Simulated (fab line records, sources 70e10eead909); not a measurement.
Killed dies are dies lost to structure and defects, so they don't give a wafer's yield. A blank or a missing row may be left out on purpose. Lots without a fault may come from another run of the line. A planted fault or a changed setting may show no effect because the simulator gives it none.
Problem report in the 8D (eight disciplines) form, filled by code | flow nand_harc | the parts of the form that need people (team, actions taken, sign-off) are left out

1. THE PROBLEM
oes_product_au at NHARC_A_SLIT_ETCH_29 reads a mean of 0.890 a.u. on 3 wafers of 2 lots; wafers without a fault read 1.001 a.u. with a standard deviation of 0.0094. That is -12 standard deviations from the usual mean.
The step: etches the open film in CF4/O2, target depth 100 nm, overetch 10 nm, time 55 s.
First seen on wafer L915.3, day 21 15:59, on rie_diel-01. The record holds 42 wafers of 14 lots with a number at this step. Rule for "out", or "out of limits": more than 4 standard deviations from the usual mean. The other wafers with a number count as sound.

2. WHAT IT IS AND WHAT IT IS NOT
question                    | is                     | is not
which readings at this step | oes_product_au         | drypump_motor_current_A, oes_f_703_au, rf_vpp_V, showerhead_plenum_p_Torr, throttle_valve_pct
which lots                  | L915, L916             | L910, L911, L912, L913, L924, L925, L926, L927, L929, L930, L931, L932
which wafers of those lots  | L915.1, L915.3, L916.3 | L915.4, L916.5, L916.6
read on which tools         | rie_diel-01            | rie_diel-03, rie_diel-09
when                        | from day 21 15:59      | up to then (13 sound wafers); but 26 sound wafers of L916, L924, L925, L926, L927, L929, L930, L931, L932 came after

3. SUSPECTS, AND WHAT RULES EACH OUT
Counting: a tool at a process step up to the reading stays a suspect if it ran every lot that is out. Sound lots after the first of them don't rule it out here, since some wafers of a struck lot are sound.
- rie_diel-01 at NHARC_A_SLIT_ETCH_24 (etches the open film in CF4/CHF3, target depth 121 nm, time 60.5 s): kept. It ran every lot that is out, first L915 (day 21 10:19); its last sound lot up to then is L912 (day 20 09:19).
- rie_diel-01 at NHARC_A_SLIT_ETCH_15 (etches the open film in O2/COS, target depth 6200 nm, time 1612 s): kept. It ran every lot that is out, first L915 (day 21 15:59); its last sound lot up to then is L912 (day 20 17:08). NHARC_A_SLIT_ETCH_15 gives no start for some lots, so the hours and the order of its lots are those of NHARC_A_SLIT_ETCH_29.
- rie_diel-01 at NHARC_A_SLIT_ETCH_29 (etches the open film in CF4/O2, target depth 100 nm, overetch 10 nm, time 55 s): kept. It ran every lot that is out, first L915 (day 21 15:59); its last sound lot up to then is L911 (day 20 20:56). Its own readings are out on those wafers: oes_product_au.
Left after counting: rie_diel-01 at NHARC_A_SLIT_ETCH_24, rie_diel-01 at NHARC_A_SLIT_ETCH_15, rie_diel-01 at NHARC_A_SLIT_ETCH_29.

4. THE CAUSE (what the simulator had put in)
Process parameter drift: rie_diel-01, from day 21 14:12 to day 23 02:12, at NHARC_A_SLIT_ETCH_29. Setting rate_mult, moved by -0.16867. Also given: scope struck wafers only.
Counting left 3 suspects, and this tool is among them.

5. THE CHAIN OF EFFECTS, in route order
Each row: a reading whose mean over the struck wafers that have a number lies more than 3 standard deviations from the usual. Only readings for which the record gives a usual standard deviation are gone through. hours: the time from each lot's start at the first step in this table that gives one to its start at this step, as a median over the lots. sigmas: the change in usual standard deviations.
hours | step                 | reading        | usual      | on struck wafers | change | sigmas
0     | NHARC_A_SLIT_ETCH_29 | oes_product_au | 1.001 a.u. | 0.890            | -0.111 | -12
The process steps in it:
- NHARC_A_SLIT_ETCH_29: etches the open film in CF4/O2, target depth 100 nm, overetch 10 nm, time 55 s.

6. WHAT WOULD HAVE CAUGHT IT SOONER
In this record the first reading out of limits was taken at day 21 15:59, 2 hours after the fault began at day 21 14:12.
